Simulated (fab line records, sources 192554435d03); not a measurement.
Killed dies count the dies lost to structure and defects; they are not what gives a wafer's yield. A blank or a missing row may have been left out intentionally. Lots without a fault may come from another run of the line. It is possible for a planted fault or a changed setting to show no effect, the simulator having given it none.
Comparing a struck lot with a sound one :: flow n5Finfet :: 35 out of 1938 route steps
Sound: these wafers, L361.2, L361.4, L361.6. Struck: wafer L349.3. (L349.1 of the same lot was not struck and is left out.) The cause comes at the end.
Each step with rows lists, per side, the tool, then ch with its chambers, then its first start. Under that, the readings that differ: sound wafers :: struck wafers :: difference of the means :: sigmas: that difference in standard deviations of wafers without a fault.
alike: readings with means less than 2 such deviations apart, plus words and numbers identical on both sides. not compared: withheld readings, readings lacking a value on some wafer, bounds such as >300 that could conceal the same value, and numbers that have no deviation in the record and whose values overlap.
Wherever a step has rows on one side only, a row that says differs or no value, or a row with sigmas, the two part there. When numbers do not overlap yet have no deviation, they are printed without sigmas and do not part them. A reading that every wafer of one side lacks parts them only if that side has two wafers or more.

first, 10 steps without rows for these wafers: N5_BEOL_M9_TRENCH_ETCH_37 (etches SiCOH lowk in C4F6/O2, target depth 151.43 nm, time 49 s); N5_BEOL_M9_ETCH_41 (etches SiCN in CH3F/O2, target depth 36.6 nm, time 70.1 s); N5_BEOL_M9_STRIP_80 (strips in N2/H2, time 10 s); N5_BEOL_M9_HM_STRIP_39 (strips TiN in peroxide tin strip, target depth 25 nm, time 158 s); N5_BEOL_M9_SRD_40 (time 30 s); N5_BEOL_M9_PRECLEAN_42 (cleans in residue remover, time 60 s); N5_BEOL_M9_SRD_43 (time 30 s); N5_BEOL_M9_CURE_72 (cures SiCOH lowk, time 120 s); N5_BEOL_M9_DEGAS_44 (time 60 s); N5_BEOL_M9_PRE_CLEAN_45 (time 30 s).
N5_BEOL_M9_ALD_74: deposits TaN, target thk 2 nm, pulse time 2 s, purge time 3 s.
  sound on aldMetal-04 ch 0,1,3, day 15 14:08; struck on aldMetal-04 ch 1, day 11 23:06
reading: aldCycles
sound: 40 40 40
struck: 30
difference: -10
sigmas: 

reading: model.TaN_of_BEOL_M9_ALD_74.thkNm (nm)
sound: 2 2 2
struck: 1.6
difference: -0.4
sigmas: 
  alike: heaterPowerW
then, 22 steps without rows for these wafers: N5_BEOL_M9_SURFACE_TREAT_79; N5_BEOL_M9_CVD_78 (deposits Co from CCTBA/H2, target thk 2 nm, time 138.9 s); N5_BEOL_M9_SPUTTER_48 (material Cu, target thk 12 nm, time 2 s); N5_BEOL_M9_ECD_50 (material Cu, target thk 318 nm); N5_BEOL_M9_ANNEAL_51 (time 90 s); N5_BEOL_M9_CMP_52 (polishes, stops on SiCOH lowk, t overpolish 7 s, target thk 140 nm); N5_BEOL_M9_PRE_CLEAN_55 (time 15 s); N5_BEOL_M9_DEP_56 (deposits SiCN from 3MS/NH3, target thk 15 nm, time 26.5 s); N5_BEOL_M10_ILD_DEP_00 (deposits SiCOH lowk from DEMS/porogen, target thk 308.51 nm, time 58 s); N5_BEOL_M10_CURE_71 (cures SiCOH lowk, time 240 s); N5_BEOL_M10_PECVD_70 (deposits SiO2 from TEOS/O2, target thk 20 nm, time 22.7 s); N5_BEOL_M10_HM_DEP_02 (deposits TiN, target thk 20 nm); N5_BEOL_M10_COAT_59 (time 60 s, resist thk 100 nm); N5_BEOL_M10_COAT_60 (time 60 s, resist thk 30 nm); N5_BEOL_M10_COAT_05 (resist thk 90 nm); N5_BEOL_M10_EBR_07; N5_BEOL_M10_SOFTBAKE_06 (time 60 s); N5_BEOL_M10_EXPOSE_08 (exposes mask M10); N5_BEOL_M10_PEB_09 (peb time 60 s); N5_BEOL_M10_DEVELOP_10 (develop time 30 s); N5_BEOL_M10_DESCUM_16 (chemistry O2, time 7.9 s); N5_BEOL_M10_ETCH_61 (etches SiARC in CF4, target depth 39 nm, time 65 s).
N5_BEOL_M15_RC_MEAS_101:
  sound on prober-02 ch 0, day 17 11:44; struck on prober-02 ch 0, day 13 18:38
reading: COMB_M15 (S/m)
sound: 2.9e-12 2.6e-12 3.3e-12
struck: 1.3e-12
difference: -1.6e-12
sigmas: -2

reading: COMB_M6 (S/m)
sound: 3.1e-11 2.9e-11 2.3e-11
struck: 1.7e-11
difference: -1.1e-11
sigmas: -2

reading: COMB_M7 (S/m)
sound: 3.6e-11 2.9e-11 3.6e-11
struck: 2.3e-11
difference: -1.1e-11
sigmas: -2

reading: COMB_M9 (S/m)
sound: 1.3e-11 1e-11 1.4e-11
struck: 2.1e-11
difference: +8.7e-12
sigmas: +3

reading: SERP_M9 (ohm/um)
sound: 3.12 3.10 3.12
struck: 2.98
difference: -0.13
sigmas: -2
  alike: COMB_M10, COMB_M11, COMB_M12, COMB_M13, COMB_M13_max_site, COMB_M14, COMB_M5, COMB_M8, SERP_M10, SERP_M11, SERP_M12, SERP_M13, SERP_M14, SERP_M5, SERP_M6, SERP_M7, SERP_M8
N5_PASSIVATION_PROBE_49:
  sound on prober-02 at day 18 06:28; struck on prober-02 at day 14 09:26
reading: killed_at_M0_to_M3
sound: 19 21 19
struck: 44
difference: +24
sigmas: +2

reading: killed_at_M4_up
sound: 16 19 20
struck: 6
difference: -12
sigmas: -3

reading: killedAtOther
sound: 1 0 1
struck: 7
difference: +6
sigmas: +2
  alike: defectLimitedYield, killedAtContacts, killedAtFrontEnd, killedDies, killedOpen, killedShort, sort_bin_5_function, sort_bin_6_memory, sortNPass, sortYieldPct
  not compared: sort_bin_4_leakage

== WHERE THEY PART ==
At N5_BEOL_M15_RC_MEAS_101 first; at N5_PASSIVATION_PROBE_49 last (within this record only).

WHY: what the simulator had put in
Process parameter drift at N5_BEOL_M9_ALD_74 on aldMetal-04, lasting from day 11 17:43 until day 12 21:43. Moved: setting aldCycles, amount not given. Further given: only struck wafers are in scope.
